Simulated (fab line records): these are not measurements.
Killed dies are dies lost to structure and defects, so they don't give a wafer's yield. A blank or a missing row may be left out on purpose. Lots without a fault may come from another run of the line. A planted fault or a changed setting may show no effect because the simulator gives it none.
Lot-split experiment :: flow n5-finfet :: route with 1938 steps; 7 lots, 21 wafers read

## ON THE SPLIT
At N5_BEOL_M1_PECVD_72 (deposits SiO2 from TEOS/O2, target thk 16 nm, time 18 s), the setting time-s was moved away from the recipe's 18 s on 9 of the 21 wafers read, by -10.9% to +14.7%. For the rest of the wafers, this setting stayed at what the recipe calls for.

## FROM THE SPLIT TO THE READING: what the file shows between them, 7 steps
- N5_BEOL_M1_COAT_05: resist thk 30 nm (also split here: spin-rpm)
- N5_BEOL_M1_EBR_07
- N5_BEOL_M1_SOFTBAKE_06: time 60 s
- N5_BEOL_M1_EXPOSE_08: exposes mask M1
- N5_BEOL_M1_PEB_09: peb time 60 s
- N5_BEOL_M1_DEVELOP_10: develop time 30 s
- N5_BEOL_M1_STRIP_97: strips in N2/H2, time 10 s

## THE READING
SiO2_of_BEOL_M1_PECVD_72.thk-nm (the simulator's own value, which no gauge read), in nm, at N5_BEOL_M1_HM_STRIP_39 (strips TiN in peroxide tin strip, target depth 25 nm, time 158 s). There is no usual value for it anywhere in the file. The 12 wafers here that ran the recipe average 15.8 nm, standard deviation 0.32 nm.

wafer: L074.3
tool, chamber at the split: pecvd-01, 0
time-s as run, s: 18
against the recipe: recipe
SiO2_of_BEOL_M1_PECVD_72.thk-nm, nm: 15.6
against lot-mates on the recipe: -

wafer: L074.5
tool, chamber at the split: pecvd-01, 2,1
time-s as run, s: 18
against the recipe: recipe
SiO2_of_BEOL_M1_PECVD_72.thk-nm, nm: 16
against lot-mates on the recipe: -

wafer: L074.6
tool, chamber at the split: pecvd-01, 2,1
time-s as run, s: 18
against the recipe: recipe
SiO2_of_BEOL_M1_PECVD_72.thk-nm, nm: 16.2
against lot-mates on the recipe: -

wafer: L079.1
tool, chamber at the split: pecvd-01, 0
time-s as run, s: 18
against the recipe: recipe
SiO2_of_BEOL_M1_PECVD_72.thk-nm, nm: 15.2
against lot-mates on the recipe: -

wafer: L079.2
tool, chamber at the split: pecvd-01, 1
time-s as run, s: 18
against the recipe: recipe
SiO2_of_BEOL_M1_PECVD_72.thk-nm, nm: 15.4
against lot-mates on the recipe: -

wafer: L079.4
tool, chamber at the split: pecvd-01, 0
time-s as run, s: 18
against the recipe: recipe
SiO2_of_BEOL_M1_PECVD_72.thk-nm, nm: 15.6
against lot-mates on the recipe: -

wafer: L081.2
tool, chamber at the split: pecvd-03, 1
time-s as run, s: 16.03
against the recipe: -10.9%
SiO2_of_BEOL_M1_PECVD_72.thk-nm, nm: 14
against lot-mates on the recipe: no lot-mate on the recipe

wafer: L081.4
tool, chamber at the split: pecvd-03, 2
time-s as run, s: 16.03
against the recipe: -10.9%
SiO2_of_BEOL_M1_PECVD_72.thk-nm, nm: 14
against lot-mates on the recipe: no lot-mate on the recipe

wafer: L081.6
tool, chamber at the split: pecvd-03, 1
time-s as run, s: 16.03
against the recipe: -10.9%
SiO2_of_BEOL_M1_PECVD_72.thk-nm, nm: 14.2
against lot-mates on the recipe: no lot-mate on the recipe

wafer: L082.2
tool, chamber at the split: pecvd-03, 1
time-s as run, s: 19
against the recipe: +5.6%
SiO2_of_BEOL_M1_PECVD_72.thk-nm, nm: 16.4
against lot-mates on the recipe: +0.6

wafer: L082.3
tool, chamber at the split: pecvd-03, 2
time-s as run, s: 18
against the recipe: recipe
SiO2_of_BEOL_M1_PECVD_72.thk-nm, nm: 15.8
against lot-mates on the recipe: -

wafer: L082.6
tool, chamber at the split: pecvd-03, 2
time-s as run, s: 19
against the recipe: +5.6%
SiO2_of_BEOL_M1_PECVD_72.thk-nm, nm: 17
against lot-mates on the recipe: +1.2

wafer: L084.2
tool, chamber at the split: pecvd-03, 0
time-s as run, s: 20.05
against the recipe: +11.4%
SiO2_of_BEOL_M1_PECVD_72.thk-nm, nm: 17.4
against lot-mates on the recipe: +1.2

wafer: L084.4
tool, chamber at the split: pecvd-03, 1
time-s as run, s: 18
against the recipe: recipe
SiO2_of_BEOL_M1_PECVD_72.thk-nm, nm: 16.2
against lot-mates on the recipe: -

wafer: L084.5
tool, chamber at the split: pecvd-03, 0
time-s as run, s: 20.05
against the recipe: +11.4%
SiO2_of_BEOL_M1_PECVD_72.thk-nm, nm: 17.6
against lot-mates on the recipe: +1.4

wafer: L086.2
tool, chamber at the split: pecvd-03, 0
time-s as run, s: 18
against the recipe: recipe
SiO2_of_BEOL_M1_PECVD_72.thk-nm, nm: 15.6
against lot-mates on the recipe: -

wafer: L086.6
tool, chamber at the split: pecvd-03, 0
time-s as run, s: 18
against the recipe: recipe
SiO2_of_BEOL_M1_PECVD_72.thk-nm, nm: 15.6
against lot-mates on the recipe: -

wafer: L086.4
tool, chamber at the split: pecvd-03, 1
time-s as run, s: 20.65
against the recipe: +14.7%
SiO2_of_BEOL_M1_PECVD_72.thk-nm, nm: 18.4
against lot-mates on the recipe: +2.8

wafer: L096.1
tool, chamber at the split: pecvd-03, 1
time-s as run, s: 18
against the recipe: recipe
SiO2_of_BEOL_M1_PECVD_72.thk-nm, nm: 16
against lot-mates on the recipe: -

wafer: L096.4
tool, chamber at the split: pecvd-03, 1
time-s as run, s: 16.33
against the recipe: -9.3%
SiO2_of_BEOL_M1_PECVD_72.thk-nm, nm: 14.6
against lot-mates on the recipe: -1.5

wafer: L096.5
tool, chamber at the split: pecvd-03, 2
time-s as run, s: 18
against the recipe: recipe
SiO2_of_BEOL_M1_PECVD_72.thk-nm, nm: 16.2
against lot-mates on the recipe: -
The file does not say which wafer passed through which chamber wherever a row lists several chambers: such a row stands for several wafers.

THE FIT
A straight line over all 21 wafers: SiO2_of_BEOL_M1_PECVD_72.thk-nm changes by +0.158 nm for each +1% of time-s; r = +0.97; the points scatter about the line by 0.29 nm.
The same after taking each lot's own level away (the mean of its wafers on the recipe; 18 wafers): +0.153 nm for each +1%; r = +0.96; scatter 0.27 nm.
That fit puts the effect of the largest move of time-s on the reading at 2.3 nm.
Across the lots, their own levels run from 15.40 to 16.20 nm, a range of 2.5 times the standard deviation given above.
So the lot-to-lot level changes the slope little: the two slopes agree.
Check: for one of the wafers moved furthest among these (+14.7%), held out of the fit, the line's prediction against its lot-mates is +1.93 nm. It came out at +2.8 nm against them.

## THE OTHER SPLITS THESE WAFERS WENT THROUGH
Before the reading, these wafers also passed through other splits. Each is held against what the fit with the lots' levels taken away leaves over:
other split on the same wafers: N5_BEOL_M0_SAQP_COAT_08 spin-rpm
wafers away from the commonest value: 11
r with SiO2_of_BEOL_M1_PECVD_72.thk-nm (lot level and that fit taken away): +0.21

other split on the same wafers: N5_BEOL_M0_SAQP_ETCH_107 bias-w
wafers away from the commonest value: 11
r with SiO2_of_BEOL_M1_PECVD_72.thk-nm (lot level and that fit taken away): -0.40

other split on the same wafers: N5_BEOL_M0_SAQP_COAT_87 spin-rpm
wafers away from the commonest value: 8
r with SiO2_of_BEOL_M1_PECVD_72.thk-nm (lot level and that fit taken away): -0.13

other split on the same wafers: N5_BEOL_M1_COAT_05 spin-rpm
wafers away from the commonest value: 5
r with SiO2_of_BEOL_M1_PECVD_72.thk-nm (lot level and that fit taken away): -0.19

## THE WHOLE CHAIN: every reading that the file lists as answering this split, in the file's order
step: N5_BEOL_M1_PECVD_72
what it does: deposits SiO2 from TEOS/O2, target thk 16 nm, time 18 s
reading: SiO2_of_BEOL_M1_PECVD_72.thk-nm (the simulator's own value, which no gauge read)
change (the file's fit): +0.15 nm for each +1% of the setting
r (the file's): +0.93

step: N5_BEOL_M1_HM_STRIP_39
what it does: strips TiN in peroxide tin strip, target depth 25 nm, time 158 s
reading: SiO2_of_BEOL_M1_PECVD_72.thk-nm (the simulator's own value, which no gauge read)
change (the file's fit): +0.162 nm for each +1% of the setting
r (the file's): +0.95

## THE FILE'S OWN FIT
SiO2_of_BEOL_M1_PECVD_72.thk-nm changes by +0.162 nm for each +1% of time-s, r = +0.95.
